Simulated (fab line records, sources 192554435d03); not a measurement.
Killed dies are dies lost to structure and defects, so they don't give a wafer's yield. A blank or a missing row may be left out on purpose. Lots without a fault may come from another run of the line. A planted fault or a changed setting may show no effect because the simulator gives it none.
Which tool did it? | flow n5_finfet | 10 lots, 30 wafers sampled, at 5 steps of a route of 1938

WHAT THE GAUGES READ, wafer by wafer
N5_BEOL_M4_RC_MEAS_101. Usual: DIBL_N 36.4 mV/V, standard deviation 1.5; DIBL_P 36.4 mV/V, standard deviation 1.6; IOFF_N 0.164 nA/um, standard deviation 0.025; IOFF_P 0.214 nA/um, standard deviation 0.028; ION_N 675 uA/um, standard deviation 9.9; ION_P 463 uA/um, standard deviation 6.5; SS_N 71.5 mV/dec, standard deviation 0.5; SS_P 73.3 mV/dec, standard deviation 0.56; VT_N 249.2 mV, standard deviation 2.7; VT_P -250.1 mV, standard deviation 2.8.
lot  | measured     | on        | DIBL_N (mV/V)  | DIBL_P (mV/V)  | IOFF_N (nA/um)    | IOFF_P (nA/um)    | ION_N (uA/um) | ION_P (uA/um) | SS_N (mV/dec)  | SS_P (mV/dec)  | VT_N (mV)         | VT_P (mV)            | flag
L177 | day 7 20:11  | prober-02 | 36.5 37.0 37.2 | 35.4 36.7 36.3 | 0.134 0.155 0.149 | 0.171 0.186 0.185 | 664 688 660   | 453 458 451   | 71.2 70.7 70.8 | 73.7 73.7 73.2 | 250.4 248.1 251.0 | -256.0 -253.7 -256.5 |
L180 | day 8 15:07  | prober-01 | 36.4 34.1 35.7 | 36.9 34.1 35.4 | 0.153 0.111 0.134 | 0.173 0.145 0.160 | 671 657 656   | 455 440 447   | 71.8 70.8 71.7 | 73.3 72.7 73.6 | 248.6 256.2 252.8 | -253.4 -257.7 -254.4 |
L182 | day 9 03:50  | prober-01 | 36.7 38.0 37.8 | 33.8 35.8 35.7 | 0.152 0.176 0.173 | 0.187 0.214 0.210 | 670 691 678   | 459 470 457   | 71.3 71.4 72.0 | 72.3 74.1 73.6 | 250.7 247.4 246.8 | -252.1 -250.6 -251.4 |
L183 | day 9 12:56  | prober-01 | 37.0 37.1 35.8 | 38.9 39.1 37.2 | 0.179 0.171 0.159 | 0.242 0.249 0.212 | 677 676 677   | 462 464 466   | 72.6 72.4 71.5 | 72.9 73.9 73.1 | 247.9 250.5 251.4 | -251.3 -248.7 -248.6 |
L185 | day 9 21:47  | prober-01 | 35.3 35.9 35.8 | 38.5 37.9 37.8 | 0.150 0.158 0.153 | 0.253 0.246 0.246 | 665 671 669   | 468 469 462   | 71.6 71.8 71.8 | 73.5 74.0 73.8 | 251.1 251.9 252.0 | -244.9 -246.6 -245.0 |
L191 | day 11 03:19 | prober-01 | 37.4 37.2 37.9 | 38.4 38.6 38.8 | 0.186 0.181 0.203 | 0.244 0.239 0.244 | 676 677 679   | 466 464 458   | 71.7 71.7 72.0 | 73.3 73.4 73.5 | 248.0 249.7 248.6 | -251.3 -250.6 -246.8 |
L193 | day 12 05:47 | prober-02 | 36.1 34.7 36.1 | 35.7 34.1 36.0 | 0.175 0.146 0.174 | 0.209 0.191 0.210 | 686 675 682   | 466 464 459   | 71.6 71.5 71.4 | 72.9 72.1 73.4 | 244.6 250.2 249.9 | -251.3 -250.9 -251.5 |
L194 | day 12 08:25 | prober-01 | 37.9 36.9 38.5 | 38.7 37.5 39.4 | 0.222 0.207 0.247 | 0.244 0.225 0.256 | 696 697 703   | 468 468 469   | 72.3 71.7 71.3 | 73.6 74.4 74.2 | 246.7 245.8 242.5 | -248.5 -249.9 -246.1 |
L195 | day 12 12:46 | prober-02 | 36.6 37.7 36.6 | 36.1 37.9 36.4 | 0.169 0.189 0.160 | 0.222 0.250 0.222 | 680 681 669   | 464 469 469   | 72.2 71.9 72.1 | 74.0 73.8 74.0 | 246.4 244.4 248.8 | -247.6 -248.1 -249.1 |
L199 | day 13 16:01 | prober-02 | 35.5 36.0 36.3 | 35.8 36.8 36.5 | 0.140 0.158 0.155 | 0.200 0.221 0.216 | 660 670 665   | 457 465 464   | 71.3 72.0 71.7 | 72.4 73.2 72.3 | 250.5 249.4 251.5 | -249.5 -250.0 -250.7 |

N5_BEOL_M13_THK_MEAS_01. Usual: M13_ILD_THK 836 nm, standard deviation 11.
lot  | measured     | on            | M13_ILD_THK (nm) | flag
L177 | day 10 14:22 | film_metro-02 | 808 821 824      |
L180 | day 11 11:22 | film_metro-01 | 831 835 848      |
L182 | day 11 20:48 | film_metro-01 | 862 865 854      |
L183 | day 12 04:34 | film_metro-01 | 836 836 846      |
L185 | day 12 12:52 | film_metro-02 | 832 845 850      |
L191 | day 13 22:14 | film_metro-02 | 832 846 823      |
L193 | day 14 19:20 | film_metro-01 | 827 824 837      |
L194 | day 15 01:50 | film_metro-01 | 821 846 841      |
L195 | day 15 11:38 | film_metro-01 | 825 820 827      |
L199 | day 16 20:28 | film_metro-02 | 822 832 846      |

N5_BEOL_M13_CD_MEAS_17: target cd 190 nm. Usual: cd_nm 191.0 nm, standard deviation 1.7.
lot  | measured     | on        | cd_nm (nm)        | flag
L177 | day 10 15:25 | cd_sem-03 | 188.7 188.1 188.2 |
L180 | day 11 12:17 | cd_sem-02 | 189.5 190.3 190.5 |
L182 | day 11 21:51 | cd_sem-02 | 192.1 192.9 193.7 |
L183 | day 12 05:37 | cd_sem-03 | 191.0 189.5 191.7 |
L185 | day 12 13:56 | cd_sem-03 | 194.1 195.1 193.1 |
L191 | day 13 23:10 | cd_sem-01 | 189.7 191.2 188.8 |
L193 | day 14 20:23 | cd_sem-01 | 191.6 191.5 192.0 |
L194 | day 15 02:53 | cd_sem-03 | 189.8 189.0 189.4 |
L195 | day 15 12:44 | cd_sem-02 | 190.2 190.5 191.5 |
L199 | day 16 21:35 | cd_sem-03 | 188.9 187.1 188.7 |

WHICH TOOL RAN EACH LOT (tool, then ch and the chambers of the sampled wafers, then the start)
lot  | N5_BEOL_M12_ANNEAL_48            | N5_BEOL_M13_STRIP_64
L177 | rtp_anneal-02 ch 0, day 10 13:25 | plasma_asher-01 ch 0,1, day 10 15:16
L180 | rtp_anneal-01 ch 0, day 11 10:26 | plasma_asher-01 ch 0,1, day 11 12:08
L182 | rtp_anneal-02 ch 0, day 11 18:43 | plasma_asher-02 ch 0,1, day 11 21:43
L183 | rtp_anneal-02 ch 0, day 12 03:35 | plasma_asher-01 ch 0,1, day 12 05:28
L185 | rtp_anneal-02 ch 0, day 12 11:41 | plasma_asher-01 ch 0,1, day 12 13:46
L191 | rtp_anneal-01 ch 0, day 13 21:16 | plasma_asher-01 ch 0,1, day 13 23:01
L193 | rtp_anneal-01 ch 0, day 14 18:22 | plasma_asher-01 ch 0,1, day 14 20:14
L194 | rtp_anneal-01 ch 0, day 15 00:47 | plasma_asher-01 ch 0,1, day 15 02:46
L195 | rtp_anneal-02 ch 0, day 15 10:41 | plasma_asher-02 ch 0,1, day 15 12:34
L199 | rtp_anneal-02 ch 0, day 16 19:21 | plasma_asher-01 ch 0, day 16 21:26
- N5_BEOL_M12_ANNEAL_48: time 90 s.
- N5_BEOL_M13_STRIP_64: strips in N2/H2.

WHAT THE TOOLS THEMSELVES READ (means of the sampled wafers that have a number; where no wafer has one, the mark that the record gives instead)
N5_BEOL_M12_ANNEAL_48. Usual: wafer_temp_C_max 226.5, standard deviation 0.36.
lot  | tool          | wafer_temp_C_max | flag
L177 | rtp_anneal-02 | 226.5            |
L180 | rtp_anneal-01 | 226.4            |
L182 | rtp_anneal-02 | 226.7            |
L183 | rtp_anneal-02 | 226.9            |
L185 | rtp_anneal-02 | 226.9            |
L191 | rtp_anneal-01 | 225.9            |
L193 | rtp_anneal-01 | 226.1            |
L194 | rtp_anneal-01 | 226.2            |
L195 | rtp_anneal-02 | 226.4            |
L199 | rtp_anneal-02 | 226.7            |

N5_BEOL_M13_STRIP_64. Usual: drypump_motor_current_A 5.89 A, standard deviation 0.18; h2_flow_sccm 3250 sccm, standard deviation 8.8; heater_power_w 312 W, standard deviation 23; oes_product_au 0.715 a.u., standard deviation 0.0048; strip_time_to_endpoint_s 31.32 s, standard deviation 0.063.
lot  | tool            | drypump_motor_current_A (A) | h2_flow_sccm (sccm) | heater_power_w (W) | oes_product_au (a.u.) | strip_time_to_endpoint_s (s) | flag
L177 | plasma_asher-01 | 5.88                        | 3258                | 317                | 0.718                 | 31.38                        |
L180 | plasma_asher-01 | 5.75                        | 3245                | 328                | 0.712                 | 31.32                        |
L182 | plasma_asher-02 | -                           | -                   | -                  | -                     | -                            | OFF
L183 | plasma_asher-01 | -                           | -                   | -                  | -                     | -                            | OFF
L185 | plasma_asher-01 | -                           | -                   | -                  | -                     | -                            | OFF
L191 | plasma_asher-01 | 5.73                        | 3241                | 328                | 0.716                 | 31.28                        |
L193 | plasma_asher-01 | 5.86                        | 3253                | 313                | 0.709                 | 31.31                        |
L194 | plasma_asher-01 | 5.73                        | 3246                | 327                | 0.715                 | 31.30                        |
L195 | plasma_asher-02 | 5.98                        | 3242                | 291                | 0.716                 | 31.37                        |
L199 | plasma_asher-01 | 5.63                        | 3260                | 344                | 0.716                 | 31.19                        |

THE ANSWER, worked out from the rows above alone
Rule: a lot is off if the mean of its wafers that have a number lies more than 3 standard deviations from the usual mean. A lot without any number at a reading at which 4 lots or more have one is off too. The other lots that the step has rows for count as sound. The gauges are gone through in route order, then the tools' own readings, and for those a lot's mean is taken as printed above. The first step at which some lot is off is used, and at that step the reading that is off furthest; a lot without a number counts as furthest.
Off: L182, L183, L185, at N5_BEOL_M13_STRIP_64 (drypump_motor_current_A). Without a number there: L182, L183, L185.
A tool fits if, at that step or a process step before it, it ran every lot that is off, and no sound lot after the first of them. None of those tried fits.

WHAT THE SIMULATOR HAD PUT IN
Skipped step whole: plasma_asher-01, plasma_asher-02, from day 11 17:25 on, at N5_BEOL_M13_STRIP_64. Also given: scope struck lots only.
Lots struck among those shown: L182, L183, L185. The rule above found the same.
